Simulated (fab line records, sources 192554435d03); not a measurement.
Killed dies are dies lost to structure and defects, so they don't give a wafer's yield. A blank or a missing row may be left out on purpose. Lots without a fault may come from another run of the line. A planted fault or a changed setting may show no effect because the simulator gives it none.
Chamber matching | flow n5_finfet | N5_BEOL_M6_CMP_52 on cmp-04: 4 sister chambers
The step polishes, stops on SiCOH lowk, t overpolish 6.9 s, target thk 80 nm. 4 wafers are shown with their chamber, then 7 later ones without.

WAFERS WITH THEIR CHAMBER
wafer  | chamber | motor_current_A (A)
L858.3 | 2       | 6.2
L858.5 | 0       | 7.0
L866.2 | 1       | 6.1
L866.3 | 3       | 6.2

WAFERS WITHOUT THEIR CHAMBER
wafer  | motor_current_A (A)
L866.4 | 6.7
L870.1 | 7.2
L870.5 | 7.3
L870.6 | 5.7
L873.1 | 7.2
L873.2 | 6.0
L873.3 | 5.4

WHICH CHAMBER EACH WENT THROUGH
wafer  | from the rows above               | in truth
L866.4 | can't be placed: 0 or 2 or 3 or 1 | 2
L870.1 | 0                                 | 0
L870.5 | 0                                 | 0
L870.6 | can't be placed: 1 or 2 or 3      | 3
L873.1 | 0                                 | 0
L873.2 | can't be placed: 1 or 2 or 3      | 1
L873.3 | can't be placed: 1 or 2 or 3      | 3
Placed correctly: 3 of 7. Can't be placed from these rows: 4 (the true chamber is among the candidates in 4). Placed wrongly: 0.
How it was worked out, from the rows above alone: a wafer's distance from a chamber is the root of the sum, over the readings, of the square of ((its reading less the chamber's mean) divided by the reading's scatter). The wafer belongs to the nearest chamber; if the next one is less than 2 further off, it can't be placed. A chamber's mean is the mean of its shown wafers. The scatter: with one shown wafer a chamber, the root of the mean of the squares of how far each hidden wafer lies from its nearest shown one.
